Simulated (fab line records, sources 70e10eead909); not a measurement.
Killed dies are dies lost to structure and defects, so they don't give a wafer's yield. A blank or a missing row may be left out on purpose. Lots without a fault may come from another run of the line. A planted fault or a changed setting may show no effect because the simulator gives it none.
A struck lot beside a sound one | flow nand_harc | 14 steps out of a route of 1159
Sound: wafers L397.1, L397.3, L397.6. Struck: wafers L396.2, L396.4. (L396.3 of the same lot was not struck and is left out.) The cause comes at the end.
At each step with rows: each side's tool, then ch and its chambers, then its first start. Under that, the readings that differ: sound wafers | struck wafers | difference of the means | sigmas: that difference in standard deviations of wafers without a fault.
alike: readings whose means differ by less than 2 such deviations, and words and numbers that are the same on both sides. not compared: withheld readings, readings that some wafer has no value for, bounds like >300 that may hide the same value, and numbers for which the record gives no deviation and whose values overlap.
The two part at a step that has a row with sigmas, a row that says differs or no value, or rows on one side only. Numbers that don't overlap but have no deviation are shown without sigmas and don't part them. A reading that every wafer of one side lacks parts them only if that side has two wafers or more.

first, 9 steps without rows for these wafers: NHARC_THIN_TSV_PVD_24 (deposits Al, target thk 800 nm); NHARC_THIN_TSV_DEHYDRATE_25 (time 120 s); NHARC_THIN_TSV_HMDS_26 (time 30 s); NHARC_THIN_TSV_COAT_27; NHARC_THIN_TSV_SOFTBAKE_28 (time 95 s); NHARC_THIN_TSV_EBR_29; NHARC_THIN_TSV_EXPOSE_30 (exposes mask PAD); NHARC_THIN_TSV_PEB_31 (peb time 85 s); NHARC_THIN_TSV_DEVELOP_32 (time 70 s).
NHARC_THIN_TSV_CD_MEAS_33: target cd 5000 nm.
  sound on cd_sem-03 ch 0, day 20 04:53; struck on cd_sem-01 ch 0, day 21 11:49
  alike: cd_nm
then, 1 step without rows for these wafers: NHARC_THIN_TSV_HARDBAKE_34 (time 80 s).
NHARC_THIN_TSV_DESCUM_35: chemistry O2, time 3 s.
  sound on rie_diel-02 ch 2,3, day 20 05:04; struck on rie_diel-12 ch 0,2, day 21 11:58
  alike: drypump_motor_current_A, oes_product_au, rf_vpp_V, showerhead_plenum_p_Torr, throttle_valve_pct
  not compared: rf_hours_counter_h
NHARC_THIN_TSV_ETCH_59: etches the open film in Cl2/BCl3, target depth 880 nm, time 138.1 s.
  sound on rie_metal-02 ch 0,1, day 20 05:13; struck on rie_metal-03 ch 0, day 21 12:05
  no value came back on the struck wafers for bias_w (W), rf_fwd_power_W (W); on the sound wafers bias_w (W) reads 100.20 100.09 100.42
  reading          | sound             | struck      | difference | sigmas
  run_length_s (s) | 158.9 158.8 158.8 | 145.7 145.9 | -13.0      | -28
  alike: drypump_motor_current_A, oes_product_au, throttle_valve_pct
  not compared: rf_hours_counter_h
NHARC_THIN_TSV_ETCH_36: etches the open film in Cl2/BCl3, target depth 65 nm, time 18.571 s.
  sound on rie_metal-02 ch 0,1, day 20 05:26; struck on rie_metal-03 ch 0,1, day 21 12:21
  alike: drypump_motor_current_A, oes_product_au, run_length_s
  not compared: rf_hours_counter_h

WHERE THEY PART
Only at NHARC_THIN_TSV_ETCH_59, within this record. Later steps at which nothing parts them and some readings are alike: NHARC_THIN_TSV_ETCH_36.

WHY: what the simulator had put in
Process parameter drift: rie_metal-03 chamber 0, from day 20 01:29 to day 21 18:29, at NHARC_THIN_TSV_ETCH_59. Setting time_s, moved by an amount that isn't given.
